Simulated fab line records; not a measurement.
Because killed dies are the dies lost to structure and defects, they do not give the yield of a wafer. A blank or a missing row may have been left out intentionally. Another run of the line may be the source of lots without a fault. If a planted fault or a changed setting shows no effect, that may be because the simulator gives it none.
Matching of chambers | flow n5 finfet | N5_BEOL_M0_SAQP_SPACER2_ALD_26 on ald sin-03: 4 sister chambers
The step deposits SiO2, target thk 15 nm, pulse time 1 s, purge time 2 s. 4 wafers are shown with their chamber, then 9 later ones without.

## WAFERS WITH THEIR CHAMBER
wafer  | chamber | heater power w (W)
L089.4 | 2       | 467
L093.1 | 0       | 469
L093.3 | 3       | 507
L093.6 | 1       | 432

## WAFERS MISSING THEIR CHAMBER
wafer  | heater power w (W)
L094.2 | 482
L094.3 | 516
L094.5 | 458
L095.1 | 426
L095.3 | 456
L095.4 | 474
L097.1 | 473
L097.3 | 462
L097.5 | 433

## THE CHAMBER EACH PASSED THROUGH
wafer  | from the rows above          | in truth
L094.2 | can't be placed: 0 or 2 or 3 | 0
L094.3 | 3                            | 3
L094.5 | can't be placed: 2 or 0      | 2
L095.1 | 1                            | 1
L095.3 | can't be placed: 2 or 0 or 1 | 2
L095.4 | can't be placed: 0 or 2      | 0
L097.1 | can't be placed: 0 or 2      | 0
L097.3 | can't be placed: 2 or 0      | 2
L097.5 | 1                            | 1
Correct placement for 3 of the 9. These rows do not allow placing 6 (true chamber among the candidates in 6). Number placed wrongly: 0.
How it was worked out, from the rows above alone: a wafer's distance from a chamber is the root of the sum, over the readings, of the square of ((its reading less the chamber's mean) divided by the reading's scatter). The wafer belongs to the nearest chamber; if the next one is less than 2 further off, it can't be placed. For every chamber, the mean is computed from those of its wafers that are shown. The scatter (one wafer shown for each chamber): square how far every hidden wafer sits from the nearest shown wafer, average those squares and take the square root.
